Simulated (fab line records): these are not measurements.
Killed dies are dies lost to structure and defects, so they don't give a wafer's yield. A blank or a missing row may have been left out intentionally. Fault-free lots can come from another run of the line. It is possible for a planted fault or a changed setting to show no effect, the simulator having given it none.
Struck lot and sound lot, side by side    flow nand harc    24 out of 1302 route steps
Sound: these wafers, L844.1, L844.3, L844.5. Struck: wafer L841.3 (left out: L841.2, L841.6 of the same lot, which were not struck); the cause appears at the end.
For every step that has rows: the tool of each side, followed by ch and its chambers, followed by its first start. Under that, the readings that differ: sound wafers    struck wafers    difference of the means    sigmas: that difference in standard deviations of wafers without a fault.
alike: a reading whose means differ by less than 2 such deviations, as well as words and numbers matching on both sides. not compared: withheld readings; readings where some wafer has no value; bounds like >300 that might hide an equal value; numbers whose values overlap and for which the record gives no deviation.
The two part at a step that has a row with sigmas, a row that says differs or no value, or rows on one side only. When numbers do not overlap yet have no deviation, they are printed without sigmas and do not part them. A reading missing from all wafers of one side parts the sides only when that side holds two or more wafers.

NHARC_A_M0_INSPECT_27:
  struck on defect inspect-02, day 29 09:17; sound on defect inspect-01, day 30 14:55
  alike: raw defect count
NHARC_A_M0_PRE_CLEAN_31: time 12 s.
  sound on pecvd-03 ch 0,1, day 30 15:00; struck on pecvd-03 ch 0, day 29 09:20
  alike: heater power w
NHARC_A_M0_DEP_32: deposits SiCN, target thk 30 nm.
  sound on pecvd-03 ch 0,1, day 30 15:07; struck on pecvd-03 ch 0, day 29 09:25
  alike: heater power w
then, 8 steps without rows for these wafers: NHARC_A_M1_DEP_00 (deposits SiOC, target thk 182.5 nm); NHARC_A_M1_DEHYDRATE_01 (time 120 s); NHARC_A_M1_HMDS_02 (time 30 s); NHARC_A_M1_COAT_34 (time 65 s); NHARC_A_M1_COAT_03 (resist thk 90 nm); NHARC_A_M1_SOFTBAKE_04 (time 55 s); NHARC_A_M1_EBR_05; NHARC_A_M1_EXPOSE_06 (exposes mask A M1, target cd 120 nm).
NHARC_A_M1_PEB_07: peb time 65 s.
  sound on litho track-01 ch 0, day 30 16:07; struck on litho track-04 ch 0, day 29 10:28
then, 1 step without rows for these wafers: NHARC_A_M1_DEVELOP_08 (develop time 35 s).
NHARC_A_M1_CD_MEAS_09: target cd 120 nm.
  sound on cd sem-01 ch 0, day 30 16:11; struck on cd sem-01 ch 0, day 29 10:32
reading     sound              struck  difference  sigmas
cd nm (nm)  120.8 119.8 121.3  123.5   +2.9        +4
NHARC_A_M1_OVL_MEAS_10: pitch 240 nm.
  struck on overlay-02, day 29 10:38; sound on overlay-01, day 30 16:17
  alike: overlay x nm, overlay y nm
NHARC_A_M1_INSPECT_11:
  struck on defect inspect-01, day 29 10:40; sound on defect inspect-01, day 30 16:19
reading           sound        struck  difference  sigmas
raw defect count  117 126 104  27      -89         -3
NHARC_A_M1_DESCUM_14: chemistry O2, time 3 s.
  sound on rie diel-12 ch 0,1,2, day 30 16:23; struck on rie diel-05 ch 2, day 29 10:43
reading                sound              struck  difference  sigmas
model.A_M1.cd nm (nm)  121.6 119.4 120.7  122.6   +2.0        
  alike: drypump motor current A, oes product au, rf vpp V, showerhead plenum p Torr, throttle valve pct
  not compared: rf hours counter h
NHARC_A_M1_ETCH_35: etches the open film in N2/H2, target depth 40 nm, overetch 12 nm, time 43.94 s.
  sound on rie diel-12 ch 0,2,3, day 30 16:28; struck on rie diel-05 ch 0, day 29 10:49
reading                 sound                 struck  difference  sigmas
throttle valve pct (%)  14.165 14.178 14.186  14.157  -0.019      -2
  alike: drypump motor current A, h2 flow sccm, oes product au, rf vpp V, showerhead plenum p Torr
  not compared: rf hours counter h
NHARC_A_M1_ETCH_15: etches the open film in C4F8/Ar, target depth 182.5 nm, time 91.2 s.
  sound: rie diel-12 ch 0,1,3; struck: rie diel-05 ch 3
reading                sound              struck  difference  sigmas
oes product au (a.u.)  0.930 0.927 0.918  0.979   +0.054      +2
  alike: rf vpp V
  not compared: rf hours counter h
NHARC_A_M1_CD_MEAS_16:
  struck on cd sem-01, day 29 11:02; sound on cd sem-01, day 30 16:41
  alike: cd nm
NHARC_A_M1_STRIP_18: strips in N2/H2.
  sound on rie diel-05 ch 1,2,3, day 30 16:47; struck on rie diel-12 ch 3, day 29 11:08
reading                 sound                 struck  difference  sigmas
throttle valve pct (%)  14.165 14.166 14.186  14.152  -0.020      -2
  alike: drypump motor current A, h2 flow sccm, oes product au, rf vpp V, showerhead plenum p Torr
  not compared: rf hours counter h
NHARC_A_M1_ETCH_28: etches the open film in CF4/N2, target depth 30 nm, time 72.99 s.
  sound: rie diel-05 ch 0,2,3; struck: rie diel-12 ch 1
reading                sound              struck  difference  sigmas
model.A_M1.cd nm (nm)  121.2 119.9 120.7  122.6   +2.0        
  alike: drypump motor current A, oes product au, rf vpp V, showerhead plenum p Torr, throttle valve pct
  not compared: rf hours counter h
then, 1 step without rows for these wafers: NHARC_A_M1_STRIP_19 (strips in post etch residue remover, time 600 s).
NHARC_END_SORT_01:
  sound on prober-02 ch 0, day 32 03:32; struck on prober-02 ch 0, day 31 00:25
reading              sound     struck  difference  sigmas
killed at array      44 60 67  26      -31         -2
killed at periphery  0 0 3     10      +9          +3
  alike: defect limited yield, killed at other, killed dies, killed open, killed short, sort_bin_2_pct, sort_bin_3_pct, sort_bin_4_pct, sort n pass, sort rim yield pct, sort yield pct

## WHERE THEY PART
First at NHARC_A_M1_CD_MEAS_09; last, within this record, at NHARC_END_SORT_01.

WHY: what had been put in by the simulator
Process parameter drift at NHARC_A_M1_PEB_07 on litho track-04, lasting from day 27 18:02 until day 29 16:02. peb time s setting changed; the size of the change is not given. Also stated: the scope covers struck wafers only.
